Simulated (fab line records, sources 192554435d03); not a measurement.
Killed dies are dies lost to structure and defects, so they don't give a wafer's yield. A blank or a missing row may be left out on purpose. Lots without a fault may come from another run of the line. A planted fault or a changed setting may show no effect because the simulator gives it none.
Chamber matching | flow n5_finfet | N5_BEOL_M2_ETCHBACK_99 on rie_diel-03: 4 sister chambers
The step etches SiO2 in CHF3, target depth 5 nm, time 10.4 s. 4 wafers are shown with their chamber, then 11 later ones without.

WAFERS WITH THEIR CHAMBER
wafer  | chamber | drypump_motor_current_A (A)
L080.4 | 3       | 6.1
L084.5 | 1       | 5.9
L090.2 | 2       | 5.7
L091.3 | 0       | 4.9

WAFERS WITHOUT THEIR CHAMBER
wafer  | drypump_motor_current_A (A)
L091.4 | 5.9
L091.5 | 4.8
L092.1 | 4.8
L092.3 | 5.9
L092.6 | 5.6
L095.1 | 6.1
L095.2 | 5.9
L095.3 | 5.6
L097.3 | 4.9
L097.5 | 5.6
L097.6 | 6.1

WHICH CHAMBER EACH WENT THROUGH
wafer  | from the rows above | in truth
L091.4 | 1                   | 1
L091.5 | 0                   | 0
L092.1 | 0                   | 0
L092.3 | 1                   | 1
L092.6 | 2                   | 2
L095.1 | 3                   | 3
L095.2 | 1                   | 1
L095.3 | 2                   | 2
L097.3 | 0                   | 0
L097.5 | 2                   | 2
L097.6 | 3                   | 3
Placed correctly: 11 of 11. Can't be placed from these rows: 0. Placed wrongly: 0.
How it was worked out, from the rows above alone: a wafer's distance from a chamber is the root of the sum, over the readings, of the square of ((its reading less the chamber's mean) divided by the reading's scatter). The wafer belongs to the nearest chamber; if the next one is less than 2 further off, it can't be placed. A chamber's mean is the mean of its shown wafers. The scatter: with one shown wafer a chamber, the root of the mean of the squares of how far each hidden wafer lies from its nearest shown one.
